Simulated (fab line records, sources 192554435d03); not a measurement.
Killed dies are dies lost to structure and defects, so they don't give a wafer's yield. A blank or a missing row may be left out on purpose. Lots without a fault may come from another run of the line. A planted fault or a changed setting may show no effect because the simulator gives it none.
fab line records | flow n5_finfet
record lots=10 wafers=30 last_day=18
route steps=1938 shown BEOL_M4@1111 MIM_TOP_LITHO@1847 MIM_TOP_ETCH@1853 PAD_METAL@1896 PASSIVATION@1910
lots that met no fault: from a run of the same line without faults
start_h: hours from the record's first day to the start of the lot's first wafer shown | wait_h: hours since the lot's step before | " the same as in the row above | L1.1+2: a row that stands for several wafers | - no value, or no start given | * or withheld: withheld | < > ~ a bound
route shown NAME@n: a module of which the file shows steps, and the number in the route of the first | usual: mean/standard deviation of fault-free wafers | same: alike in all rows | chamber/n: place in a boat | sites: the reading at each site | _std_site: their standard deviation | _edge_site: outer sites' mean less inner sites' | radius_mm: how far each site lies from the wafer's centre | mask NAME#n: copy n | behind: the tool/chamber that last shaped the wafer | hold: why the lot was held/for how many hours/how that ended | device: the transistor (n, p or np) that didn't switch | end of line: the same wafers' tests at the end of the route | a step without rows: its recipe alone | killed: dies lost to structure and defects at the first sort, not the wafer's yield | map: a wafer's dies, x killed, . not, _ none there
set.NAME: the setting as run; set.NAME@STEP: as run at that earlier step | model.NAME: the simulator's own value behind a step, which no gauge read
steps of the route over a sample of lots; a table a step, a row a wafer
services: from which hour (start_h, from the record's first day; less than 0 if before it) a tool's chamber was out of use, for how many hours, and why
## steps
# step N5_BEOL_M4_RC_MEAS_101
# usual DIBL_N=36.5/1.4 DIBL_P=36.6/1.6 IOFF_N=0.160/0.024 IOFF_P=0.217/0.029 ION_N=674/8.7 ION_P=464/6.5 SS_N=71.6/0.47 SS_P=73.4/0.57 VT_N=250.0/2.5 VT_P=-250/3.1
# columns lot.wafer tool chamber start_h wait_h DIBL_N[mV/V] DIBL_P[mV/V] IOFF_N[nA/um] IOFF_P[nA/um] ION_N[uA/um] ION_P[uA/um] SS_N[mV/dec] SS_P[mV/dec] VT_N[mV] VT_P[mV]
L580.1 prober-02 0 174.07 0.0 34.3 35.8 0.140 0.193 663 465 71.6 72.8 250.5 -251
L580.2 " 0 " " 35.2 36.7 0.143 0.203 666 461 71.8 72.6 251.5 -251
L580.5 " 0 " " 35.5 36.3 0.152 0.208 671 462 71.7 73.3 249.1 -249
L582.3 prober-02 0 193.68 0.3 34.9 35.5 0.155 0.228 680 471 71.6 73.5 249.3 -249
L582.5 " 0 " " 33.5 33.6 0.128 0.191 667 466 71.3 72.9 252.2 -252
L582.6 " 0 " " 35.1 36.0 0.159 0.224 687 471 72.0 73.1 249.7 -247
L584.1 prober-02 0 210.82 0.0 38.8 39.8 0.211 0.253 694 465 72.7 74.1 248.9 -249
L584.3 " 0 " " 35.9 36.3 0.160 0.196 677 457 71.2 73.5 250.0 -253
L584.5 " 0 " " 37.8 38.6 0.187 0.226 679 460 70.8 74.0 249.7 -253
L585.2 prober-01 0 212.97 0.2 36.2 36.6 0.161 0.244 670 472 71.7 74.0 248.0 -245
L585.5 " 0 " " 35.4 34.5 0.140 0.202 670 462 71.5 72.5 250.6 -246
L585.6 " 0 " " 36.4 37.0 0.168 0.238 679 470 71.6 73.5 248.6 -246
L587.1 prober-01 0 227.21 0.0 36.3 37.3 0.169 0.261 678 474 71.1 74.2 248.6 -245
L587.3 " 0 " " 37.1 37.9 0.187 0.267 673 474 72.0 73.4 245.1 -243
L587.5 " 0 " " 36.9 37.7 0.176 0.256 689 474 71.9 73.4 248.4 -244
L590.2 prober-02 0 242.14 0.2 39.2 39.4 0.188 0.213 679 461 72.3 74.0 248.0 -251
L590.5 " 0 " " 40.3 40.9 0.209 0.247 668 456 72.9 75.4 247.4 -249
L590.6 " 0 " " 38.9 39.0 0.170 0.197 674 455 72.2 74.6 250.9 -254
L591.3 prober-01 0 244.15 0.3 35.7 35.4 0.134 0.212 666 469 70.7 72.5 251.2 -249
L591.4 " 0 " " 37.9 37.3 0.174 0.239 681 465 72.1 73.1 249.5 -246
L591.5 " 0 " " 36.0 35.4 0.140 0.210 675 468 71.0 72.9 249.9 -249
L596.3 prober-02 0 270.46 0.3 35.3 34.2 0.112 0.167 653 454 71.0 72.3 253.4 -255
L596.4 " 0 " " 36.1 35.6 0.127 0.185 663 462 71.2 73.1 254.9 -252
L596.6 " 0 " " 35.7 35.5 0.127 0.185 666 462 71.4 73.3 253.7 -252
L598.1 prober-02 0 288.97 0.0 36.2 36.9 0.150 0.209 667 461 72.2 73.3 252.9 -251
L598.4 " 0 " " 35.5 36.7 0.149 0.202 673 465 71.7 73.1 250.4 -252
L598.6 " 0 " " 36.5 37.8 0.161 0.225 674 464 72.0 73.4 252.8 -250
L602.1 prober-02 0 304.14 0.0 37.0 36.3 0.169 0.218 677 459 72.2 72.9 249.2 -251
L602.3 " 0 " " 36.4 36.3 0.166 0.213 682 464 71.4 74.0 247.6 -252
L602.6 " 0 " " 36.7 36.4 0.173 0.222 680 464 72.0 73.8 247.2 -249
# step N5_MIM_TOP_LITHO_CD_MEAS_08
# recipe target_cd_nm=2000 landing_energy_ev=500 detector=se_inlens
# usual cd_nm=1999.7/1.4
# columns lot.wafer tool chamber start_h wait_h cd_nm
L580.1 cd_sem-03 0 272.88 - 1999.6
L580.2 " 0 " " 2000.7
L580.5 " 0 " " 2003.0
L582.3 cd_sem-03 0 279.34 - 1997.7
L582.5 " 0 " " 1997.1
L582.6 " 0 " " 1997.8
L584.1 cd_sem-02 0 301.71 - 1999.1
L584.3 " 0 " " 1997.5
L584.5 " 0 " " 1997.2
L585.2 cd_sem-03 0 301.75 - 2000.0
L585.5 " 0 " " 2001.9
L585.6 " 0 " " 1999.3
L587.1 cd_sem-01 0 309.04 - 1999.8
L587.3 " 0 " " 1999.1
L587.5 " 0 " " 1999.8
L591.3 cd_sem-02 0 332.83 - 2001.1
L591.4 " 0 " " 1999.9
L591.5 " 0 " " 1999.5
L590.2 cd_sem-02 0 333.41 - 2001.6
L590.5 " 0 " " 2001.0
L590.6 " 0 " " 2000.0
L598.1 cd_sem-02 0 373.39 - 1998.3
L598.4 " 0 " " 1999.5
L598.6 " 0 " " 1999.4
L602.1 cd_sem-03 0 399.64 - 1999.8
L602.3 " 0 " " 1999.3
L602.6 " 0 " " 1999.0
L596.3 cd_sem-01 0 413.44 - 2000.4
L596.4 " 0 " " 1999.3
L596.6 " 0 " " 1998.6
# step N5_MIM_TOP_ETCH_PECVD_03
# recipe material=SiNx target_thk_a=200 temp_c=400 precursor=SiH4/NH3/N2 pressure_torr=1.5 rf_w=300 time_s=17.6
# usual chamber_pressure_Torr=1.500/0.0033 heater_power_w=756/98 rf_fwd_power_W=297.3/1 showerhead_plenum_p_Torr=5.13/0.074 throttle_valve_pct=39.3/1.7
# columns lot.wafer tool chamber start_h wait_h chamber_pressure_Torr heater_power_w rf_fwd_power_W showerhead_plenum_p_Torr throttle_valve_pct
L580.1 pecvd-04 1 273.26 - 1.501 855 298.8 5.10 37.1
L580.2 " 2 " " 1.504 903 296.1 5.10 37.5
L580.5 " 1 " " 1.498 849 298.5 5.10 37.2
L582.3 pecvd-03 0 279.73 - 1.501 929 298.6 5.17 40.8
L582.5 " 1 " " 1.501 778 298.9 5.17 43.7
L582.6 " 0 " " 1.502 927 297.2 5.18 41.2
L584.1 pecvd-01 2 302.12 - 1.497 709 296.0 5.04 37.8
L584.3 " 0 " " 1.501 726 296.6 5.10 40.0
L584.5 " 0 " " 1.502 704 297.7 5.11 39.8
L585.2 pecvd-03 0 302.16 - 1.497 873 297.2 5.18 40.9
L585.5 " 0 " " 1.502 860 298.8 5.18 41.3
L585.6 " 1 " " 1.504 777 297.7 5.17 44.0
L587.1 pecvd-03 2 309.99 - 1.504 810 297.0 5.07 37.5
L587.3 " 0 " " 1.498 794 295.0 5.19 40.9
L587.5 " 1 " " 1.495 737 297.6 5.17 43.7
L591.3 pecvd-01 0 333.45 - 1.504 758 296.9 5.11 39.7
L591.4 " 0 " " 1.502 771 296.1 5.10 40.1
L591.5 " 1 " " 1.494 612 296.8 5.26 40.5
L590.2 pecvd-01 2 333.85 - 1.499 652 298.6 5.05 37.9
L590.5 " 1 " " 1.503 645 298.7 5.27 40.5
L590.6 " 0 " " 1.501 786 297.0 5.10 39.8
L598.1 pecvd-01 0 373.82 - 1.503 675 297.6 5.10 40.0
L598.4 " 1 " " 1.502 687 297.8 5.27 40.3
L598.6 " 2 " " 1.500 609 297.6 5.04 38.4
L602.1 pecvd-01 0 400.29 - 1.497 739 297.0 5.09 39.8
L602.3 " 1 " " 1.500 717 298.2 5.28 40.6
L602.6 " 0 " " 1.501 732 296.9 5.10 40.0
L596.3 pecvd-04 2 413.82 - 1.506 953 296.1 5.11 38.2
L596.4 " 1 " " 1.499 898 295.9 5.09 37.5
L596.6 " 0 " " 1.499 687 295.2 5.09 38.6
# step N5_PASSIVATION_AL_DEP_21
# recipe material=Al target_thk_a=28000 temp_c=400 time_s=170 power_w=30000 chamber_pressure_pa=0.4 gas=Ar
# usual throttle_valve_pct=30.4/1.3
# columns lot.wafer tool chamber start_h wait_h throttle_valve_pct
L580.1 pvd_sputter-02 - 277.85 0.1 28.2
L580.2 " - " " 30.3
L580.5 " - " " 30.1
L582.3 pvd_sputter-02 - 283.39 0.1 28.2
L582.5 " - " " 30.4
L582.6 " - " " 30.6
L584.1 pvd_sputter-03 - 305.50 0.1 29.0
L584.3 " - " " 32.9
L584.5 " - " " 30.3
L585.2 pvd_sputter-03 - 306.16 0.1 31.9
L585.5 " - " " 28.9
L585.6 " - " " 32.9
L587.1 pvd_sputter-03 - 314.88 0.1 29.0
L587.3 " - " " 30.3
L587.5 " - " " 30.2
L591.3 pvd_sputter-01 - 336.72 0.1 30.0
L591.4 " - " " 29.9
L591.5 " - " " 29.4
L590.2 pvd_sputter-01 - 337.20 0.1 29.3
L590.5 " - " " 30.0
L590.6 " - " " 30.0
L598.1 pvd_sputter-03 - 377.16 0.1 32.2
L598.4 " - " " 30.3
L598.6 " - " " 29.0
L602.1 pvd_sputter-01 - 406.26 0.1 29.7
L602.3 " - " " 30.1
L602.6 " - " " 30.4
L596.3 pvd_sputter-03 - 419.47 0.1 32.0
L596.4 " - " " 32.6
L596.6 " - " " 30.3
# step N5_PASSIVATION_ETCH_59
# recipe chemistry=Cl2/BCl3 target=TaN target_depth_a=650 time_s=34.9 ion_energy_ev=100 pressure_mtorr=10 icp_w=900 bias_w=100 Cl2_flow_sccm=60 bcl3_flow_sccm=30
# usual drypump_motor_current_A=5.8/0.45 oes_product_au=0.74/0.08 rf_fwd_power_W=894.3/2.9 throttle_valve_pct=20.95/0.17
# columns lot.wafer tool chamber start_h wait_h drypump_motor_current_A oes_product_au rf_fwd_power_W rf_hours_counter_h throttle_valve_pct
L580.1 rie_metal-03 0 279.02 0.3 5.3 0.71 897.2 69 21.14
L580.2 " 1 " " 5.8 0.69 887.3 75 21.14
L580.5 " 0 " " 5.3 0.71 892.0 - 21.13
L582.3 rie_metal-03 0 284.50 0.2 5.4 0.70 893.4 - 21.17
L582.5 " 0 " " 5.4 0.71 895.9 - 21.17
L582.6 " 1 " " 5.8 0.69 891.7 - 21.16
L584.1 rie_metal-01 0 306.55 0.3 6.0 0.66 892.2 98 20.92
L584.3 " 1 " " 6.5 0.72 893.0 - 20.72
L584.5 " 0 " " 6.0 0.67 893.4 - 20.92
L585.2 rie_metal-03 1 307.40 0.3 5.8 0.69 896.4 77 21.13
L585.5 " 1 " " 5.8 0.69 894.0 - 21.12
L585.6 " 0 " " 5.4 0.71 892.9 - 21.14
L587.1 rie_metal-02 0 315.93 0.3 5.2 0.88 895.0 18 20.80
L587.3 " 0 " " 5.2 0.88 892.8 - 20.81
L587.5 " 1 " " 6.0 0.72 897.5 - 20.98
L591.3 rie_metal-03 1 338.40 0.2 5.7 0.69 895.9 - 21.12
L591.4 " 0 " " 5.4 0.71 895.2 - 21.12
L591.5 " 0 " " 5.4 0.72 889.5 - 21.12
L590.2 rie_metal-01 1 338.50 0.3 6.5 0.74 890.8 51 20.72
L590.5 " 0 " " 6.0 0.66 890.1 - 20.93
L590.6 " 1 " " 6.5 0.73 888.4 - 20.73
L598.1 rie_metal-03 0 378.61 0.7 5.4 0.50 894.0 80 21.68
L598.4 " 0 " " 5.3 0.69 897.8 - 21.16
L598.6 " 0 " " 5.4 0.69 892.2 - 21.16
L602.1 rie_metal-01 1 407.35 0.3 6.5 0.72 891.4 58 20.75
L602.3 " 0 " " 6.0 0.95 897.6 - 20.65
L602.6 " 0 " " 6.0 0.96 893.6 - 20.65
L596.3 rie_metal-02 1 420.55 0.2 6.0 0.69 894.0 - 21.02
L596.4 " 0 " " 5.2 0.84 896.3 - 20.86
L596.6 " 0 " " 5.2 0.83 895.3 - 20.86
# step N5_PASSIVATION_PROBE_49
# usual defect_limited_yield=91.2/1.4 killed_at_M0_to_M3=34/9.4 killed_at_M4_up=13/5.8 killed_at_contacts=13/6.4 killed_at_front_end=41/11 killed_at_other=3.1/2.3 killed_dies=103/16 killed_on_rim=13/3.4 killed_open=69/12 killed_short=33/7.8 sort_bin_5_function=5.1/0.91 sort_bin_6_memory=3.3/0.63 sort_n_pass=1077/16 sort_yield_pct=91.2/1.4
# same gross_dies=1180 killed_at_back_side=0 sort_bin_4_leakage[%]=0 sort_bin_8_speed[%]=0
# columns lot.wafer tool chamber start_h wait_h defect_limited_yield[%] killed_at_M0_to_M3 killed_at_M4_up killed_at_contacts killed_at_front_end killed_at_other killed_dies killed_on_rim killed_open killed_short sort_bin_5_function[%] sort_bin_6_memory[%] sort_n_pass sort_yield_pct[%]
L598.1 prober-02 - 384.03 0.0 0 58 19 4 43 1056 1180 152 81 46 95.2 4.2 0 0
L598.4 prober-02 - 384.18 0.2 93.1 33 4 11 33 0 81 10 58 22 4.1 2.5 1099 93.1
L598.6 prober-02 - 384.28 0.3 90.8 49 15 12 29 3 108 13 82 23 5.8 3.2 1072 90.8
# killed by level:class
L598.1 PASSIVATION:area_etch=1052 BEOL_M0_SAQP:geometric_particle:short=21 BEOL_M0_SAQP:geometric_particle:open=15 GATE_CUT:geometric_particle:open=8 BEOL_M1:geometric_particle:open=7 BEOL_M4:geometric_particle:open=7 FIN_SAQP:geometric_particle:open=6 BEOL_M2:geometric_particle:open=6
L598.4 MOL_CONTACT_COAG:geometric_particle:open=10 BEOL_M2:geometric_particle:open=8 BEOL_M1:geometric_particle:open=7 DUMMY_GATE:geometric_particle:open=5 BEOL_M0_SAQP:geometric_particle:open=5 FIN_SAQP:geometric_particle:open=4 STI_FIN_REVEAL:geometric_particle:open=4 GATE_CUT:geometric_particle:open=4
L598.6 BEOL_M1:geometric_particle:open=15 BEOL_M2:geometric_particle:open=10 BEOL_M0_SAQP:geometric_particle:open=10 MOL_CONTACT_COAG:geometric_particle:open=9 BEOL_M0_SAQP:geometric_particle:short=7 FIN_SAQP:geometric_particle:open=6 DUMMY_GATE:geometric_particle:open=6 STI_FIN_REVEAL:geometric_particle:open=5
## services
# columns tool chamber start_h hours kind
pecvd-04 2 249.51 2.1 scheduled_down
pecvd-03 2 250.98 2.1 scheduled_down
pecvd-01 1 273.93 5.5 scheduled_down
pecvd-03 - 275.77 0.4 repair
rie_metal-03 - 279.19 0.3 repair
pecvd-03 - 280.65 5.5 pm
pecvd-01 0 308.57 10.3 repair
rie_metal-01 - 311.80 2.8 pm
pecvd-04 - 324.79 6.0 pm
pecvd-01 - 334.76 2.8 pm
pvd_sputter-03 - 340.49 2.0 repair
rie_metal-03 - 361.15 1.4 pm
pecvd-01 0 364.00 5.5 scheduled_down
rie_metal-01 0 372.12 - clean
rie_metal-01 0 372.12 13.0 scheduled_down
rie_metal-01 0 372.12 13.0 vent_cycle
rie_metal-03 1 373.33 35.5 repair
pecvd-01 - 383.50 1.4 repair
rie_metal-03 - 401.92 15.6 pm
pvd_sputter-01 - 402.01 2.4 repair
pecvd-01 1 405.32 - clean
pecvd-01 1 405.32 - consumable_replace:showerhead
pvd_sputter-01 - 408.37 1.7 repair
pecvd-01 2 410.63 5.5 scheduled_down
## key
first_sign step=N5_PASSIVATION_ETCH_59 reading=throttle_valve_pct direction=up sigmas=4.4 usual=* struck=*
effect step=N5_PASSIVATION_ETCH_59 reading=oes_product_au direction=down sigmas=3 usual=0.74 struck=0.50
effect step=N5_PASSIVATION_PROBE_49 reading=killed_at_other direction=up sigmas=99+ usual=3.1 struck=1056
more_kills_born_at N5_PASSIVATION_ETCH_59@rie_metal-03=1052
met_at N5_PASSIVATION_ETCH_59
struck_lots L598
struck_wafers L598.1
later_rows_left_out L598.1
not_acting_at N5_MIM_TOP_LITHO_CD_MEAS_08,N5_MIM_TOP_ETCH_PECVD_03,N5_PASSIVATION_AL_DEP_21
onset_between 338.40 378.61
fault kind=process_parameter_drift tool=rie_metal-03 chamber=- onset_h=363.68 steps=N5_PASSIVATION_ETCH_59 channel=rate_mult offset=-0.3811 shape=step end_h=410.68 scope=struck_wafers_only
# later_rows_left_out: the simulator's readings of these wafers behind a module that went badly wrong aren't trusted and aren't shown, but for the sort
